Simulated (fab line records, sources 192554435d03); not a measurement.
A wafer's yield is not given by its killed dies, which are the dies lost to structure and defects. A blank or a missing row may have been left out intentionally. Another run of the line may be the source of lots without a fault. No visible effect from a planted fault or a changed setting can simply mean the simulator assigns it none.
Matching of chambers    flow n5Finfet    N5_SD_EPI_N_ETCH_16 on rieDiel-03 has 4 sister chambers
The step etches SiO2 in CHF3/O2, target depth 5 nm. 8 wafers are shown with their chamber, then 11 later ones without.

## EACH WAFER AND ITS CHAMBER
wafer   chamber  drypumpMotorCurrentA (A)  showerheadPlenumPTorr (Torr)
L074.2  1        6.3                       2.50
L089.1  2        4.8                       2.38
L089.2  0        5.7                       2.38
L089.4  0        5.7                       2.38
L091.1  1        6.2                       2.49
L091.2  2        4.8                       2.37
L091.3  3        6.1                       2.44
L091.4  3        6.1                       2.44

## WAFERS MISSING THEIR CHAMBER
wafer   drypumpMotorCurrentA (A)  showerheadPlenumPTorr (Torr)
L091.5  6.3                       2.49
L091.6  4.8                       2.37
L092.2  6.3                       2.48
L092.3  6.1                       2.44
L092.4  6.2                       2.48
L096.3  6.1                       2.44
L096.5  5.8                       2.38
L096.6  6.1                       2.43
L097.1  6.1                       2.43
L097.3  5.7                       2.38
L097.5  5.8                       2.38

## WHICH CHAMBER EACH WENT THROUGH
wafer   from the rows above  in truth
L091.5  1                    1
L091.6  2                    2
L092.2  1                    1
L092.3  3                    3
L092.4  1                    1
L096.3  3                    3
L096.5  0                    0
L096.6  3                    3
L097.1  3                    3
L097.3  0                    0
L097.5  0                    0
11 of 11 placed correctly. Can't be placed from these rows: 0. 0 placed wrongly.
How it was worked out, from the rows above alone: a wafer's distance from a chamber is the root of the sum, over the readings, of the square of ((its reading less the chamber's mean) divided by the reading's scatter). The wafer belongs to the nearest chamber; if the next one is less than 2 further off, it can't be placed. For every chamber, the mean is computed from those of its wafers that are shown. The scatter: take each reading less its chamber's mean, square it, sum over the shown wafers, divide by the number of wafers less the number of chambers, and take the root.
